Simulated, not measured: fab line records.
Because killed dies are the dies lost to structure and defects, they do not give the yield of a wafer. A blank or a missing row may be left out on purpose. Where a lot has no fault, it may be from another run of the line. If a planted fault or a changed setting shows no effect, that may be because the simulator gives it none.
fab line records    flow n5Finfet
[record] lots = 7  wafers = 17  lastDay = 20
route steps=1938 shown FIN_CUT@155 PASSIVATION@1936
lots with no fault: from the same line, run without faults
startH: the number of hours between the record's first day and the start of the first shown wafer of the lot    waitH: hours since the lot's step before    " repeats the value in the row above    L1.1+2: a single row standing in for several wafers    - no value, or no start was given    * or withheld: withheld    < > ~ a bound
route shown NAME@n: a module of which the file shows steps, and the number in the route of the first    usual: mean/standard deviation of fault-free wafers    same: alike in all rows    chamber/n: place in a boat    sites: readings site by site    _std_site: their standard deviation    _edge_site: the outer-site mean with the inner-site mean subtracted    radiusMm: how far each site lies from the wafer's centre    mask NAME#n: copy n    behind: the tool/chamber that last shaped the wafer    hold: cause of the lot's hold/its duration in hours/its outcome    device: the transistor (n, p or np) that didn't switch    end of line: at the end of the route, the tests of the same wafers    a step without rows: its recipe alone    killed: count of dies lost to structure and defects at first sort (not the wafer's yield)    map: a wafer's dies, marking killed ones x, the rest . and places with no die _
set.NAME: setting as actually run; set.NAME@STEP: the setting as run at that earlier step    model.NAME: the simulator's own value behind a step, which no gauge read
lots at selected steps of the route; one table per step, one row per wafer
services: from which hour (startH, from the record's first day; less than 0 if before it) a tool's chamber was out of use, for how many hours, and why
[[steps]]
[step N5_FIN_CUT_COAT_19]
[recipe] resist = SiARC  tempC = 220  timeS = 60  spinRpm = 1500  resistThkNm = 20
[step N5_FIN_CUT_COAT_29]
[recipe] resist = underlayer  tempC = 205  timeS = 60  spinRpm = 1500  resistThkNm = 10
[step N5_FIN_CUT_COAT_02]
[recipe] resist = CAR-EUV  spinRpm = 1500  resistThkNm = 30
[step N5_FIN_CUT_EBR_04]
[recipe] solvent = PGMEA  ebrWidthMm = 1.5
[step N5_FIN_CUT_SOFTBAKE_03]
[recipe] tempC = 110  timeS = 60  resist = CAR-EUV
[step N5_FIN_CUT_EXPOSE_05]
[recipe] maskId = FIN_CUT  na = 0.33  sourceShape = annular  sigmaInner = 0.35  sigmaOuter = 0.8  polarization = unpolarized  doseMj = 45.75
[step N5_FIN_CUT_PEB_06]
[recipe] pebTempC = 100  pebTimeS = 60  resist = CAR-EUV
[step N5_FIN_CUT_DEVELOP_07]
[recipe] developTimeS = 30  developer = TMAH  resist = CAR-EUV  rinseLiquid = surfactantRinse  dry = airSpin  devTempC = 23
[step N5_FIN_CUT_CD_MEAS_08]
[recipe] targetCdNm = 29.1  landingEnergyEv = 500  detector = seInlens  polarity = opening
[usual] cdNm = 29.24/0.23
lot.wafer  tool      chamber  startH  waitH  cdNm
L544.1     cdSem-03  0        28.93   -      29.40
L544.4     "         0        "       "      29.42
L544.6     "         0        "       "      29.43
L550.2     cdSem-02  0        62.44   -      29.30
L550.4     "         0        "       "      29.14
L552.1     cdSem-02  0        75.46   -      29.51
L552.6     "         0        "       "      29.17
L555.1     cdSem-01  0        92.95   -      29.41
L555.6     "         0        "       "      29.02
L556.1     cdSem-02  0        101.08  -      29.33
L556.3     "         0        "       "      29.11
L556.5     "         0        "       "      28.93
L563.1     cdSem-02  0        140.43  -      29.30
L563.2     "         0        "       "      28.84
L566.1     cdSem-01  0        160.77  -      29.45
L566.5     "         0        "       "      29.44
L566.6     "         0        "       "      29.34
[step N5_FIN_CUT_OVL_MEAS_09]
[recipe] pointsPerWafer = 522
[usual] FIN_CUT_OVL = -0.1/0.62
lot.wafer  tool        chamber  startH  waitH  FIN_CUT_OVL[nm]
L544.1     overlay-02  0        28.96   0.0    0.1
L544.4     "           0        "       "      -0.4
L544.6     "           0        "       "      0.4
L550.2     overlay-01  0        62.48   0.0    -0.2
L550.4     "           0        "       "      -0.5
L552.1     overlay-02  0        75.49   0.0    0.0
L552.6     "           0        "       "      0.9
L555.1     overlay-02  0        92.98   0.0    0.0
L555.6     "           0        "       "      -0.3
L556.1     overlay-01  0        101.11  0.0    0.6
L556.3     "           0        "       "      1.2
L556.5     "           0        "       "      0.2
L563.1     overlay-02  0        140.46  0.0    -0.3
L563.2     "           0        "       "      0.2
L566.1     overlay-02  0        160.80  0.0    -0.9
L566.5     "           0        "       "      -0.9
L566.6     "           0        "       "      0.0
[step N5_FIN_CUT_INSPECT_10]
[recipe] mode = adi  inspectInstrument = brightfield
[usual] rawDefectCount = 42/12
lot.wafer  tool              chamber  startH  waitH  rawDefectCount
L544.1     defectInspect-02  -        29.02   0.1    38
L544.4     "                 -        "       "      19
L544.6     "                 -        "       "      34
L550.2     defectInspect-02  -        62.53   0.0    34
L550.4     "                 -        "       "      38
L552.1     defectInspect-01  -        75.55   0.1    35
L552.6     "                 -        "       "      46
L555.1     defectInspect-01  -        93.05   0.1    42
L555.6     "                 -        "       "      37
L556.1     defectInspect-02  -        101.17  0.1    70
L556.3     "                 -        "       "      39
L556.5     "                 -        "       "      46
L563.1     defectInspect-01  -        140.52  0.1    29
L563.2     "                 -        "       "      43
L566.1     defectInspect-02  -        160.86  0.1    43
L566.5     "                 -        "       "      46
L566.6     "                 -        "       "      30
[step N5_FIN_CUT_DESCUM_13]
[recipe] chemistry = O2  timeS = 7  sourcePowerW = 50  biasPowerW = 20  pressureMtorr = 20  rfFrequencyHz = 2.712e+07  tempC = 40  resist = CAR-EUV  o2FlowSccm = 225
[usual] drypumpMotorCurrentA = 5.6/0.43  oesProductAu = 0.80/0.077  rfFwdPowerW = 49.34/0.24  rfVppV = 243.5/1.4  showerheadPlenumPTorr = 2.12/0.077  throttleValvePct = 20.47/0.21
lot.wafer  tool        chamber  startH  waitH  drypumpMotorCurrentA  oesProductAu  rfFwdPowerW  rfHoursCounterH  rfVppV  showerheadPlenumPTorr  throttleValvePct
L544.1     rieDiel-03  3        29.05   0.0    4.9                   0.80          49.27        130              244.8   2.18                   20.67
L544.4     "           0        "       "      6.0                   0.70          49.09        245              244.1   2.15                   20.66
L544.6     "           1        "       "      6.5                   0.82          49.64        -                241.9   2.14                   20.59
L550.2     rieDiel-03  1        62.77   0.2    6.5                   0.80          49.51        123              242.8   2.13                   20.62
L550.4     "           3        "       "      4.9                   0.76          49.50        -                244.8   2.18                   20.67
L552.1     rieDiel-03  0        75.58   0.0    6.0                   0.97          49.03        3                243.1   2.15                   20.32
L552.6     "           1        "       "      6.5                   0.79          50.03        -                243.5   2.13                   20.61
L555.1     rieDiel-03  0        93.08   0.0    6.0                   0.96          49.16        7                244.5   2.15                   20.33
L555.6     "           3        "       "      4.9                   0.76          49.41        -                245.0   2.18                   20.70
L556.1     rieDiel-02  0        101.21  0.0    5.5                   0.82          49.36        81               242.8   2.03                   20.23
L556.3     "           2        "       "      5.5                   0.76          49.33        155              243.1   2.10                   20.45
L556.5     "           3        "       "      5.6                   0.76          49.48        -                241.7   1.97                   20.34
L563.1     rieDiel-02  2        140.55  0.0    5.5                   0.75          49.34        167              242.1   2.10                   20.46
L563.2     "           1        "       "      5.4                   0.88          49.27        53               245.2   2.21                   20.14
L566.1     rieDiel-06  0        160.89  0.0    5.5                   0.97          48.98        12               244.0   2.09                   20.29
L566.5     "           1        "       "      5.4                   0.86          48.95        -                242.8   2.12                   20.39
L566.6     "           0        "       "      5.5                   0.95          48.88        -                242.5   2.09                   20.30
[step N5_FIN_CUT_ETCH_30]
[recipe] chemistry = N2/H2  target = underlayer  targetDepthA = 130  maskMaterial = CAR-EUV  timeS = 10.4  ionEnergyEv = 200  pressureMtorr = 30  sourceW = 840  biasW = 150  n2FlowSccm = 200  h2FlowSccm = 200  ends = cleared
[usual] drypumpMotorCurrentA = 5.6/0.43  etchRfOnTimeS = 10.4/0.43  h2FlowSccm = 200.0/0.56  oesProductAu = 0.68/0.062  rfFwdPowerW = 818.9/2.4  rfVppV = 524.6/2.5  showerheadPlenumPTorr = 2.57/0.088  throttleValvePct = 17.86/0.23
lot.wafer  tool        chamber  startH  waitH  drypumpMotorCurrentA  etchRfOnTimeS  h2FlowSccm  oesProductAu  rfFwdPowerW  rfHoursCounterH  rfVppV  showerheadPlenumPTorr  throttleValvePct
L544.1     rieDiel-03  3        29.09   0.0    4.9                   10.1           200.5       0.68          820.2        130              527.2   2.66                   18.19
L544.4     "           0        "       "      6.0                   10.7           201.0       0.58          815.1        245              525.4   2.65                   18.40
L544.6     "           1        "       "      6.5                   10.3           200.8       0.69          815.2        -                524.9   2.55                   17.67
L550.2     rieDiel-03  1        62.81   0.0    6.4                   13.0           200.4       0.60          817.6        123              525.6   2.55                   17.67
L550.4     "           3        "       "      5.0                   10.3           200.6       0.67          819.6        -                525.6   2.65                   18.18
L552.1     rieDiel-03  0        75.62   0.0    6.0                   10.9           199.6       0.79          817.6        3                524.2   2.64                   17.98
L552.6     "           1        "       "      6.4                   12.9           199.9       0.60          818.4        -                523.9   2.55                   17.67
L555.1     rieDiel-03  0        93.12   0.0    6.0                   10.8           199.5       0.79          817.3        7                526.9   2.64                   18.00
L555.6     "           3        "       "      4.9                   12.6           200.3       0.59          820.6        -                527.2   2.65                   18.19
L556.1     rieDiel-02  0        101.24  0.0    5.5                   10.8           199.8       0.70          824.2        81               522.9   2.49                   17.81
L556.3     "           2        "       "      5.5                   9.7            199.3       0.68          817.9        155              524.0   2.52                   17.80
L556.5     "           3        "       "      5.6                   11.0           199.1       0.63          817.0        -                518.8   2.42                   17.86
L563.1     rieDiel-02  2        140.59  0.0    5.5                   9.8            200.8       0.66          818.2        167              524.2   2.52                   17.78
L563.2     "           1        "       "      5.4                   9.8            199.6       0.75          818.5        53               527.6   2.68                   17.54
L566.1     rieDiel-06  0        160.93  0.0    5.5                   10.3           198.6       0.81          819.6        12               523.7   2.50                   17.49
L566.5     "           1        "       "      5.3                   10.5           199.3       0.73          816.6        -                524.2   2.56                   17.61
L566.6     "           0        "       "      5.5                   10.2           199.9       0.82          820.2        -                522.4   2.50                   17.50
[step N5_FIN_CUT_ETCH_20]
[recipe] chemistry = CF4  target = SiARC  targetDepthA = 260  maskMaterial = CAR-EUV  timeS = 43.3  ionEnergyEv = 80  pressureMtorr = 40  sourceW = 545  biasW = 36  Ar_flow_sccm = 100  cf4FlowSccm = 100  ends = cleared
[usual] drypumpMotorCurrentA = 5.6/0.43  etchRfOnTimeS = 43.4/1.7  oesProductAu = 0.68/0.062  rfFwdPowerW = 534.8/3  rfVppV = 184.3/1.2  showerheadPlenumPTorr = 2.16/0.072  throttleValvePct = 15.61/0.18
lot.wafer  tool        chamber  startH  waitH  drypumpMotorCurrentA  etchRfOnTimeS  oesProductAu  rfFwdPowerW  rfHoursCounterH  rfVppV  showerheadPlenumPTorr  throttleValvePct
L544.1     rieDiel-03  3        29.11   0.0    4.9                   42.8           0.67          536.1        130              185.8   2.23                   15.82
L544.4     "           0        "       "      6.0                   45.4           0.58          533.1        245              186.2   2.20                   15.92
L544.6     "           1        "       "      6.5                   43.3           0.70          540.3        -                184.3   2.17                   15.59
L550.2     rieDiel-03  1        62.83   0.0    6.4                   43.6           0.68          533.5        123              184.0   2.16                   15.63
L550.4     "           3        "       "      4.9                   43.1           0.66          536.5        -                184.7   2.23                   15.84
L552.1     rieDiel-03  0        75.64   0.0    6.0                   44.8           0.81          533.0        3                184.5   2.20                   15.45
L552.6     "           1        "       "      6.4                   43.4           0.68          538.5        -                184.3   2.16                   15.64
L555.1     rieDiel-03  0        93.14   0.0    6.0                   44.8           0.79          531.4        7                183.3   2.20                   15.45
L555.6     "           3        "       "      4.9                   42.3           0.67          537.2        -                185.1   2.23                   15.86
L556.1     rieDiel-02  0        101.26  0.0    5.5                   44.9           0.69          534.1        81               184.0   2.08                   15.38
L556.3     "           2        "       "      5.5                   40.5           0.68          532.7        155              183.9   2.15                   15.66
L556.5     "           3        "       "      5.7                   46.0           0.63          538.3        -                182.7   2.03                   15.69
L563.1     rieDiel-02  2        140.61  0.0    5.5                   40.7           0.67          530.8        167              182.4   2.15                   15.70
L563.2     "           1        "       "      5.4                   41.0           0.76          534.6        53               185.8   2.27                   15.38
L566.1     rieDiel-06  0        160.95  0.0    5.5                   42.3           0.82          531.8        12               184.4   2.10                   15.18
L566.5     "           1        "       "      5.4                   43.6           0.73          531.3        -                185.1   2.18                   15.63
L566.6     "           0        "       "      5.5                   42.5           0.82          529.6        -                183.3   2.10                   15.16
[step N5_PASSIVATION_PROBE_49]
[usual] killed_at_M0_to_M3 = 36/10  killed_at_M4_up = 14/5.2  killedAtContacts = 12/6  killedAtFrontEnd = 37/10  killedAtOther = 4/3.3  killedDies = 104/18  killedOpen = 68/14  killedShort = 34/7.4
[same] grossDies = 1180  killedAtBackSide = 0
lot.wafer  tool       chamber  startH  waitH  killed_at_M0_to_M3  killed_at_M4_up  killedAtContacts  killedAtFrontEnd  killedAtOther  killedDies  killedOpen  killedShort
L556.1     prober-02  -        419.59  0.0    40                  9                15                41                1              106         65          39
L556.3     prober-02  -        419.69  0.1    26                  9                28                31                8              102         66          34
L556.5     prober-02  -        419.79  0.2    46                  17               23                33                6              125         70          55
// killed by level:class
L556.1 BEOL_M0_SAQP:geometricParticle:short=13 FIN_SAQP:geometricParticle:open=10 MOL_CONTACT_COAG:geometricParticle:open=10 BEOL_M0_SAQP:geometricParticle:open=8 FIN_SAQP:geometricParticle:short=5 MOL_CONTACT_COAG:geometricParticle:short=5 BEOL_M2:geometricParticle:open=5 BEOL_M3:geometricParticle:open=5
L556.3 MOL_CONTACT_COAG:geometricParticle:open=23 BEOL_M3:geometricParticle:short=7 STI_FIN_REVEAL:geometricParticle:open=6 BEOL_M2:geometricParticle:open=6 DUMMY_GATE:geometricParticle:open=5 MOL_CONTACT_COAG:geometricParticle:short=5 BEOL_M4:geometricParticle:open=4 GATE_CUT:geometricParticle:short=4
L556.5 BEOL_M0_SAQP:geometricParticle:open=16 MOL_CONTACT_COAG:geometricParticle:open=15 BEOL_M0_SAQP:geometricParticle:short=12 MOL_CONTACT_COAG:geometricParticle:short=8 BEOL_M3:geometricParticle:open=7 GATE_CUT:geometricParticle:short=5 BEOL_M5:geometricParticle:short=5 FIN_SAQP:geometricParticle:short=4
[[services]]
tool        chamber  startH  hours  kind
rieDiel-02  1        6.16    3.1    repair
rieDiel-03  3        22.47   5.6    repair
rieDiel-03  -        24.05   0.2    repair
rieDiel-03  0        40.63   -      clean
rieDiel-03  0        40.63   -      consumableReplace:focusRing
rieDiel-03  0        40.63   23.0   scheduledDown
rieDiel-03  0        40.63   23.0   ventCycle
rieDiel-06  -        46.09   0.8    repair
rieDiel-06  0        92.05   -      clean
rieDiel-06  0        92.05   -      consumableReplace:focusRing
rieDiel-06  0        92.05   18.9   scheduledDown
rieDiel-06  0        92.05   18.9   ventCycle
rieDiel-02  2        105.66  4.1    repair
rieDiel-02  0        109.46  16.2   repair
rieDiel-02  3        114.40  6.5    repair
rieDiel-03  1        114.46  10.7   repair
rieDiel-03  3        139.89  3.5    repair
[[key]]
[firstSign] step = N5_FIN_CUT_ETCH_30  reading = etchRfOnTimeS  direction = up  sigmas = 5.6  usual = *  struck = *
effect none on later readings
metAt N5_FIN_CUT_ETCH_30
struckWafers L550.2,L552.6,L555.6
testerLeftOut L550,L552,L555
onsetBetween 29.09 62.81
[fault] kind = processParameterDrift  tool = rieDiel-03  chamber = -  onsetH = 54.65  steps = N5_FIN_CUT_ETCH_30  channel = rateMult  offset = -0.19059  shape = step  endH = 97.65  scope = struckWafersOnly
// testerLeftOut: of these lots the tester's yield and bins aren't shown, on N5 and GAA mostly nor the transistor test; their killed dies are dies lost to structure and defects alone, not to doping, threshold or leakage, so they don't give the yield
